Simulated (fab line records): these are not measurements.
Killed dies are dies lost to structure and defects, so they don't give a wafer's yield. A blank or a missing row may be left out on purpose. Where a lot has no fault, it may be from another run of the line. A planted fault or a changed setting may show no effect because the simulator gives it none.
fab line records	flow n5_finfet	part 2 of 2: steps 19 to 25 of 25
record lots=5	wafers=15	last_day=17
route steps=1938 shown MOL_CONTACT_COAG@563
lots untouched by any fault: they come from a run of this same line in which no faults occurred
start_h: the number of hours between the record's first day and the start of the first shown wafer of the lot	wait_h: hours from the lot's prior step to this one	" the same as in the row above	L1.1+2: a row that stands for several wafers	- no value present, or no start provided	* or withheld: withheld	< > ~ a bound
route shown NAME@n: a module of which the file shows steps, and the number in the route of the first	usual: the fault-free wafers' mean and standard deviation	same: alike in all rows	chamber/n: place in a boat	sites: readings site by site	_std_site: the values' standard deviation	_edge_site: the outer-site mean with the inner-site mean subtracted	radius_mm: how far each site lies from the wafer's centre	mask NAME#n: copy n	behind: the last tool/chamber to shape the wafer	hold: cause of the lot's hold/its duration in hours/its outcome	device: whichever transistor did not switch (one of n, p or np)	end of line: at the end of the route, the tests of the same wafers	a step without rows: its recipe alone	killed: count of dies lost to structure and defects at first sort (not the wafer's yield)	map: a wafer's dies, marking killed ones x, the rest . and places with no die _
set.NAME: the setting as run; set.NAME@STEP: as run at that earlier step	model.NAME: the simulator's own value behind a step, which no gauge read
lots at selected steps of the route; one table per step, one row per wafer
services: when a tool's chamber went out of use (start_h, in hours from the record's first day, below 0 if earlier), for how many hours, and the reason
## steps
# step N5_MOL_CONTACT_COAG_ETCH_91
# recipe chemistry=N2/H2	target=SOC	target_depth_a=600	overetch_a=210	mask_material=SiARC	temp_c=40	time_s=101.2	ion_energy_ev=200	pressure_mtorr=30	source_w=840	bias_w=150	n2_flow_sccm=200	h2_flow_sccm=200
# usual bias_w=150.0/0.47	drypump_motor_current_A=5.8/0.41	oes_product_au=0.65/0.045	rf_vpp_V=524.9/2	showerhead_plenum_p_Torr=2.58/0.068	temp_c=40.02/0.11	throttle_valve_pct=17.86/0.25
lot.wafer	tool	chamber	start_h	wait_h	bias_w	drypump_motor_current_A	oes_product_au	rf_hours_counter_h	rf_vpp_V	showerhead_plenum_p_Torr	temp_c	throttle_valve_pct
L074.1	rie_diel-04	2	99.20	0.0	150.0	5.4	0.60	173	525.4	2.64	39.90	18.34
L074.3	"	3	"	"	150.5	6.5	0.65	156	525.9	2.65	40.09	17.52
L074.4	"	1	"	"	149.8	5.3	0.70	65	525.2	2.57	40.06	17.39
L082.2	rie_diel-06	1	167.04	0.0	149.9	5.7	0.70	66	525.2	2.57	39.80	17.83
L082.5	"	1	"	"	150.1	5.7	0.71	-	522.5	2.57	40.10	17.82
L082.6	"	0	"	"	150.6	5.9	0.62	-	524.6	2.52	40.04	18.07
L083.2	rie_diel-04	2	167.44	0.0	150.7	5.5	0.60	198	526.5	2.63	40.23	18.39
L083.3	"	1	"	"	150.6	5.3	0.68	88	524.8	2.56	40.12	17.44
L083.5	"	2	"	"	150.3	5.5	0.60	-	524.6	2.63	39.93	18.37
L084.3	rie_diel-01	2	173.96	0.0	150.6	6.3	0.71	63	521.5	2.47	40.03	17.90
L084.5	"	3	"	"	148.6	5.6	0.65	-	525.0	2.55	39.88	17.94
L084.6	"	2	"	"	149.7	6.3	0.70	-	521.4	2.47	39.95	17.88
L087.1	rie_diel-01	3	213.27	0.0	149.3	5.6	0.65	141	525.1	2.54	39.89	17.98
L087.4	"	0	"	"	150.7	5.7	0.70	75	526.9	2.68	39.88	17.89
L087.6	"	1	"	"	150.4	5.8	0.68	-	525.3	2.57	40.23	17.79
# step N5_MOL_CONTACT_COAG_STRIP_92
# recipe chemistry=N2/H2	temp_c=40	n2_flow_sccm=200	h2_flow_sccm=200	rf_frequency_hz=6e+07
lot.wafer	tool	chamber	start_h	wait_h
L074.1+3+4	rie_diel-04	2,3,1	99.27	0.0
L082.2+5+6	rie_diel-06	1,1,0	167.11	0.0
L083.2+3+5	rie_diel-04	2,1,2	167.51	0.0
L084.3+5+6	rie_diel-01	2,3,2	174.03	0.0
L087.1+4+6	rie_diel-01	3,0,1	213.34	0.0
# step N5_MOL_CONTACT_COAG_STRIP_93
# recipe chemistry=N2/H2	temp_c=40	n2_flow_sccm=200	h2_flow_sccm=200	rf_frequency_hz=6e+07
lot.wafer	tool	chamber	start_h	wait_h
L074.1+3+4	rie_diel-04	2,3,1	99.28	0.0
L082.2+5+6	rie_diel-06	1,1,0	167.12	0.0
L083.2+3+5	rie_diel-04	2,1,2	167.52	0.0
L084.3+5+6	rie_diel-01	2,3,2	174.04	0.0
L087.1+4+6	rie_diel-01	3,0,1	213.35	0.0
# step N5_MOL_CONTACT_COAG_ETCHBACK_135
# recipe chemistry=CHF3	target=SiO2	target_depth_a=250	time_s=16.7	ion_energy_ev=200	pressure_mtorr=30	source_w=610	bias_w=170	Ar_flow_sccm=200	CHF3_flow_sccm=50
# usual bias_w=170.0/0.54	drypump_motor_current_A=5.8/0.41	oes_product_au=0.78/0.056	rf_vpp_V=525/7.1	showerhead_plenum_p_Torr=2.41/0.059	throttle_valve_pct=18.75/0.21
lot.wafer	tool	chamber	start_h	wait_h	bias_w	drypump_motor_current_A	oes_product_au	rf_hours_counter_h	rf_vpp_V	showerhead_plenum_p_Torr	throttle_valve_pct
L074.1	rie_diel-04	2	99.29	0.0	169.6	5.4	0.71	173	530	2.46	19.13
L074.3	"	3	"	"	170.7	6.5	0.77	156	533	2.47	18.48
L074.4	"	1	"	"	169.3	5.3	0.83	66	516	2.40	18.37
L082.2	rie_diel-06	1	167.13	0.0	170.5	5.7	0.85	66	533	2.41	18.74
L082.5	"	1	"	"	170.5	5.7	0.84	-	534	2.41	18.73
L082.6	"	0	"	"	169.4	6.0	0.74	-	514	2.36	18.88
L083.2	rie_diel-04	2	167.53	0.0	170.2	5.4	0.72	198	529	2.45	19.18
L083.3	"	1	"	"	169.7	5.3	0.81	88	515	2.39	18.39
L083.5	"	2	"	"	169.9	5.5	0.71	-	531	2.45	19.18
L084.3	rie_diel-01	2	174.05	0.0	170.2	6.2	0.84	64	520	2.32	18.86
L084.5	"	3	"	"	171.4	5.6	0.77	-	528	2.40	18.91
L084.6	"	2	"	"	170.1	6.2	0.85	-	521	2.32	18.83
L087.1	rie_diel-01	3	213.36	0.0	169.9	5.6	0.78	141	527	2.40	18.92
L087.4	"	0	"	"	169.8	5.7	0.83	75	534	2.50	18.75
L087.6	"	1	"	"	170.6	5.8	0.82	-	523	2.40	18.68
# step N5_MOL_CONTACT_COAG_STRIP_118
# recipe chemistry=CHF3	resist=SiARC	rf_frequency_hz=6e+07
lot.wafer	tool	chamber	start_h	wait_h
L074.1+3+4	rie_diel-04	2,3,1	99.31	0.0
L082.2+5+6	rie_diel-06	1,1,0	167.15	0.0
L083.2+3+5	rie_diel-04	2,1,2	167.56	0.0
L084.3+5+6	rie_diel-01	2,3,2	174.07	0.0
L087.1+4+6	rie_diel-01	3,0,1	213.38	0.0
# step N5_MOL_CONTACT_COAG_VIA_ETCH_46
# recipe chemistry=C4F6/O2	target_depth_a=460	overetch_a=92	mask_material=SOC	target=SiO2	bias_w=455	pressure_mtorr=10	time_s=40	source_w=325	Ar_flow_sccm=300	C4F6_flow_sccm=10	O2_flow_sccm=10	ion_energy_ev=575.3	ends=end_point
# usual C4F6_flow_sccm=10.00/0.031	bias_w=455.1/1.4	drypump_motor_current_A=5.8/0.41	oes_product_au=0.70/0.048	rf_vpp_V=1590/20	showerhead_plenum_p_Torr=2.88/0.071	throttle_valve_pct=40.9/0.31
lot.wafer	tool	chamber	start_h	wait_h	C4F6_flow_sccm	bias_w	drypump_motor_current_A	oes_product_au	rf_hours_counter_h	rf_vpp_V	showerhead_plenum_p_Torr	throttle_valve_pct
L074.1	rie_diel-04	2	99.32	0.0	9.96	455.5	5.5	0.64	173	1604	2.93	41.2
L074.3	"	3	"	"	9.99	452.5	6.5	0.69	156	1614	2.95	40.4
L074.4	"	1	"	"	9.96	453.0	5.3	0.75	66	1566	2.86	40.3
L082.2	rie_diel-06	1	167.16	0.0	10.00	454.5	5.7	0.75	66	1618	2.88	40.9
L082.5	"	1	"	"	10.04	456.6	5.7	0.76	-	1617	2.88	40.9
L082.6	"	0	"	"	10.00	455.5	5.9	0.67	-	1557	2.81	41.0
L083.2	rie_diel-04	2	167.57	0.0	10.00	457.3	5.4	0.63	198	1602	2.92	41.3
L083.3	"	1	"	"	10.02	456.2	5.3	0.73	88	1566	2.85	40.3
L083.5	"	2	"	"	9.96	456.3	5.5	0.64	-	1603	2.92	41.3
L084.3	rie_diel-01	2	174.08	0.0	10.00	457.7	6.3	0.76	64	1578	2.77	41.2
L084.5	"	3	"	"	9.95	456.4	5.6	0.69	-	1596	2.86	41.2
L084.6	"	2	"	"	10.06	454.5	6.3	0.76	-	1579	2.77	41.2
L087.1	rie_diel-01	3	213.39	0.0	9.99	457.3	5.6	0.68	141	1596	2.86	41.2
L087.4	"	0	"	"	10.05	451.5	5.7	0.74	75	1612	2.98	41.0
L087.6	"	1	"	"	9.99	456.5	5.7	0.73	-	1588	2.87	40.8
# step N5_MOL_CONTACT_COAG_STRIP_96
# recipe chemistry=N2/H2	power_w=500	temp_c=40	pressure_mtorr=50	rf_frequency_hz=6e+07	overash_fraction=0.3	bias_power_w=28	h2_frac=0.5	n2_flow_sccm=300	h2_flow_sccm=300
# usual drypump_motor_current_A=5.8/0.41	oes_product_au=0.78/0.057	rf_vpp_V=122.1/1.2	showerhead_plenum_p_Torr=3.40/0.087	temp_c=39.98/0.12	throttle_valve_pct=19.0/0.38
lot.wafer	tool	chamber	start_h	wait_h	drypump_motor_current_A	oes_product_au	rf_hours_counter_h	rf_vpp_V	showerhead_plenum_p_Torr	temp_c	throttle_valve_pct
L074.1	rie_diel-04	2	99.39	0.0	5.4	0.72	173	123.0	3.48	39.74	19.6
L074.3	"	3	"	"	6.5	0.77	156	123.4	3.49	39.91	18.4
L074.4	"	1	"	"	5.3	0.84	66	122.9	3.40	40.00	18.2
L082.2	rie_diel-06	1	167.23	0.0	5.8	0.83	66	121.3	3.40	39.88	19.0
L082.5	"	1	"	"	5.8	0.84	-	121.7	3.40	40.07	18.9
L082.6	"	0	"	"	6.0	0.74	-	121.2	3.33	39.94	19.4
L083.2	rie_diel-04	2	167.63	0.0	5.4	0.71	198	122.6	3.47	39.85	19.7
L083.3	"	1	"	"	5.3	0.81	88	120.1	3.38	39.96	18.3
L083.5	"	2	"	"	5.5	0.72	-	124.5	3.47	39.78	19.7
L084.3	rie_diel-01	2	174.15	0.0	6.2	0.86	64	122.9	3.27	40.05	18.9
L084.5	"	3	"	"	5.6	0.77	-	121.9	3.36	40.10	19.1
L084.6	"	2	"	"	6.3	0.85	-	121.3	3.27	39.99	18.9
L087.1	rie_diel-01	3	213.46	0.0	5.6	0.75	141	121.5	3.36	39.85	19.1
L087.4	"	0	"	"	5.8	0.84	75	120.9	3.53	39.90	19.1
L087.6	"	1	"	"	5.8	0.82	-	122.0	3.39	40.03	18.9
## services
tool	chamber	start_h	hours	kind
pecvd-03	1	80.75	12.3	repair
pecvd-01	0	81.22	3.8	repair
ald_sin-01	-	86.75	14.0	pm
ald_sin-01	0	86.75	14.0	vent_cycle
euv_scanner-02	-	89.94	5.8	pm
rie_diel-04	1	106.06	2.9	repair
ald_sin-04	0	123.95	17.5	repair
rie_diel-04	0	124.52	-	clean
rie_diel-04	0	124.52	-	consumable_replace:focus_ring
rie_diel-04	0	124.52	-	consumable_replace:showerhead
rie_diel-04	0	124.52	14.9	scheduled_down
rie_diel-04	0	124.52	14.9	vent_cycle
pecvd-02	1	133.62	50.0	repair
ald_sin-04	-	136.29	55.4	repair
euv_scanner-02	-	146.75	18.1	repair
pecvd-03	1	146.92	6.6	repair
rie_diel-06	-	152.62	0.9	repair
ald_sin-01	-	153.33	2.8	pm
rie_diel-01	0	161.28	4.4	repair
pecvd-02	0	169.29	4.4	repair
euv_scanner-02	-	178.16	28.1	repair
rie_diel-01	1	187.71	6.8	repair
ald_sin-01	2	189.24	4.2	repair
euv_scanner-02	-	206.29	4.6	pm
